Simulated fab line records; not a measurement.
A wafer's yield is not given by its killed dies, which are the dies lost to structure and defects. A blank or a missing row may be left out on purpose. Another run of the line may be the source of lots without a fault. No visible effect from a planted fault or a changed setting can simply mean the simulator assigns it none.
Matching of chambers / flow nand harc / rie diel-10 running NHARC_A_STAIRCASE_ETCHBACK_157: 4 sister chambers
The step etches the open film in CH3F/O2, target depth 90 nm, time 167.14 s. 4 wafers are shown with their chamber, then 10 later ones without.

EACH WAFER AND ITS CHAMBER
wafer=L085.5; chamber=0; drypump motor current A (A)=5.6
wafer=L087.5; chamber=2; drypump motor current A (A)=5.3
wafer=L092.1; chamber=3; drypump motor current A (A)=5.0
wafer=L092.4; chamber=1; drypump motor current A (A)=5.8

WAFERS WITH NO CHAMBER GIVEN
wafer=L092.6; drypump motor current A (A)=5.0
wafer=L093.2; drypump motor current A (A)=5.0
wafer=L093.3; drypump motor current A (A)=5.6
wafer=L093.6; drypump motor current A (A)=5.0
wafer=L095.3; drypump motor current A (A)=5.9
wafer=L095.5; drypump motor current A (A)=5.9
wafer=L095.6; drypump motor current A (A)=5.3
wafer=L094.1; drypump motor current A (A)=5.9
wafer=L094.3; drypump motor current A (A)=5.0
wafer=L094.5; drypump motor current A (A)=5.0

THE CHAMBER EACH PASSED THROUGH
wafer=L092.6; from the rows above=3; in truth=3
wafer=L093.2; from the rows above=3; in truth=3
wafer=L093.3; from the rows above=0; in truth=0
wafer=L093.6; from the rows above=3; in truth=3
wafer=L095.3; from the rows above=1; in truth=1
wafer=L095.5; from the rows above=1; in truth=1
wafer=L095.6; from the rows above=2; in truth=2
wafer=L094.1; from the rows above=1; in truth=1
wafer=L094.3; from the rows above=3; in truth=3
wafer=L094.5; from the rows above=3; in truth=3
Placed correctly: 10 of 10. Number that these rows cannot place: 0. 0 placed wrongly.
How it was worked out, from the rows above alone: a wafer's distance from a chamber is the root of the sum, over the readings, of the square of ((its reading less the chamber's mean) divided by the reading's scatter). The wafer belongs to the nearest chamber; if the next one is less than 2 further off, it can't be placed. The mean given for a chamber averages the wafers shown for that chamber. The scatter (one wafer shown for each chamber): square how far every hidden wafer sits from the nearest shown wafer, average those squares and take the square root.
